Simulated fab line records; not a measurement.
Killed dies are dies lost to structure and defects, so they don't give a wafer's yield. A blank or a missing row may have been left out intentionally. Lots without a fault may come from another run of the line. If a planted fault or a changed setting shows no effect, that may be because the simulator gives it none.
Problem report in the 8D (eight disciplines) form, filled by code | flow n5_finfet | the parts of the form that need people (team, actions taken, sign-off) are left out

## 1. THE PROBLEM
N5_PASSIVATION_ETCH_59, oes_product_au: mean 0.21 a.u. on 2 wafers (1 lot); fault-free wafers 0.75 a.u., standard deviation 0.061. Measured from the usual mean, that is -8.9 standard deviations.
The step: etches TaN in Cl2/BCl3, target depth 65 nm, time 34.9 s.
First observed at day 17 18:57: wafer L528.3, on rie_metal-02. The record has a number at this step for 29 wafers belonging to 10 lots. Rule for "out" (also "out of limits"): further than 4 standard deviations from the usual mean. The rest of the wafers with a number are treated as sound.

## 2. WHAT IT IS, AND WHAT IT ISN'T
question                    | is                | is not
which readings at this step | oes_product_au    | drypump_motor_current_A, he_backside_leak_sccm, rf_fwd_power_W
which lots                  | L528              | L510, L511, L517, L518, L519, L520, L523, L531, L532
which wafers of those lots  | L528.3, L528.4    | L528.5
read on which tools         | rie_metal-02      | rie_metal-01, rie_metal-03
when                        | from day 17 18:57 | up to then (24 sound wafers); but 3 sound wafers of L532 came after

## 3. THE SUSPECTS, EACH WITH WHAT RULES IT OUT
Counting: a tool at a process step up to the reading stays a suspect if it ran every lot that is out. Sound lots after the first of them don't rule it out here, since some wafers of a struck lot are sound.
- pecvd-03 at N5_BEOL_M15_DEP_53 (deposits SiCN from 3MS/NH3, target thk 50 nm, time 17.8 s): kept. It ran the lot that is out, L528 (day 17 07:11); its last sound lot up to then is L517 (day 14 04:49).
- pecvd-01 at N5_PASSIVATION_PECVD_00 (deposits SiO2 from SiH4/N2O, target thk 200 nm, time 11.2 s): kept. It ran the lot that is out, L528 (day 17 08:16); its last sound lot up to then is L510 (day 12 17:16).
- pvd_sputter-03 at N5_PASSIVATION_AL_DEP_21 (deposits Al, target thk 2800 nm, time 170 s): kept. It ran the lot that is out, L528 (day 17 17:46); its last sound lot up to then is L520 (day 15 04:28).
- rie_metal-02 at N5_PASSIVATION_ETCH_59 (etches TaN in Cl2/BCl3, target depth 65 nm, time 34.9 s): kept. It ran the lot that is out, L528 (day 17 18:57); its last sound lot up to then is L519 (day 15 14:31). On those wafers its own readings are out: oes_product_au.
- Within pecvd-03 at N5_BEOL_M15_DEP_53: the wafers that are out ran in chambers 0, 1; their sound lot-mates ran in chamber 2.
- Within pecvd-01 at N5_PASSIVATION_PECVD_00: the wafers that are out ran in chamber 0; their sound lot-mates ran in chamber 1.
Left after counting: pecvd-03 at N5_BEOL_M15_DEP_53, pecvd-01 at N5_PASSIVATION_PECVD_00, pvd_sputter-03 at N5_PASSIVATION_AL_DEP_21, rie_metal-02 at N5_PASSIVATION_ETCH_59.

## 4. THE CAUSE (what the simulator had put in)
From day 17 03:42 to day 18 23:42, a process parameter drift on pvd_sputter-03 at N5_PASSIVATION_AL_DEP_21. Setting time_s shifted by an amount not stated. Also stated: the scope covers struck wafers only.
4 suspects survive the count, and this tool is in that group.

## 5. THE EFFECT CHAIN, in route order
Each row: a reading whose mean over the struck wafers that have a number lies more than 3 standard deviations from the usual. Only readings whose record carries a usual standard deviation are examined. hours: median over the lots of the time between each lot's start at the first step of this table that gives one and its start at this step. sigmas: the change, counted in usual standard deviations.
hours | step                    | reading              | usual     | on struck wafers | change | sigmas
0     | N5_PASSIVATION_ETCH_59  | oes_product_au       | 0.75 a.u. | 0.21             | -0.54  | -8.9
0     | N5_PASSIVATION_ETCH_59  | throttle_valve_pct   | 21.1 %    | 22.4             | +1.3   | +3.8
5     | N5_PASSIVATION_PROBE_49 | defect_limited_yield | 91.3 %    | 0.0              | -91.3  | -65
5     | N5_PASSIVATION_PROBE_49 | killed_at_other      | 4         | 1065             | +1061  | +99 or more
5     | N5_PASSIVATION_PROBE_49 | killed_dies          | 103       | 1180             | +1077  | +63
5     | N5_PASSIVATION_PROBE_49 | killed_on_rim        | 13        | 152              | +139   | +35
5     | N5_PASSIVATION_PROBE_49 | sort_bin_5_function  | 5.1 %     | 95.8             | +90.7  | +95
5     | N5_PASSIVATION_PROBE_49 | sort_n_pass          | 1077      | 0                | -1077  | -63
5     | N5_PASSIVATION_PROBE_49 | sort_yield_pct       | 91.3 %    | 0.0              | -91.3  | -61
It contains these process steps:
- N5_PASSIVATION_ETCH_59: etches TaN in Cl2/BCl3, target depth 65 nm, time 34.9 s.
- N5_PASSIVATION_PROBE_49
Later measuring or inspecting steps at which every struck wafer that the step has a row for has a number for every such reading, and none has moved that far: N5_PASSIVATION_CD_MEAS_44.

## 6. HOW IT WOULD HAVE BEEN CAUGHT EARLIER
The fault began at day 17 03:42; the first out-of-limits reading in this record came at day 17 18:57, 15 hours later.
Of the tool readings at N5_PASSIVATION_AL_DEP_21 for which the record gives a usual standard deviation, none was out on any struck wafer, so an alarm limit of 4 standard deviations on them would not have fired.
Each of the lots that are out, 1 in all, had begun N5_PASSIVATION_AL_DEP_21 on pvd_sputter-03 no later than day 17 18:57. Had the tool been put on hold then, not one of them would have been saved.
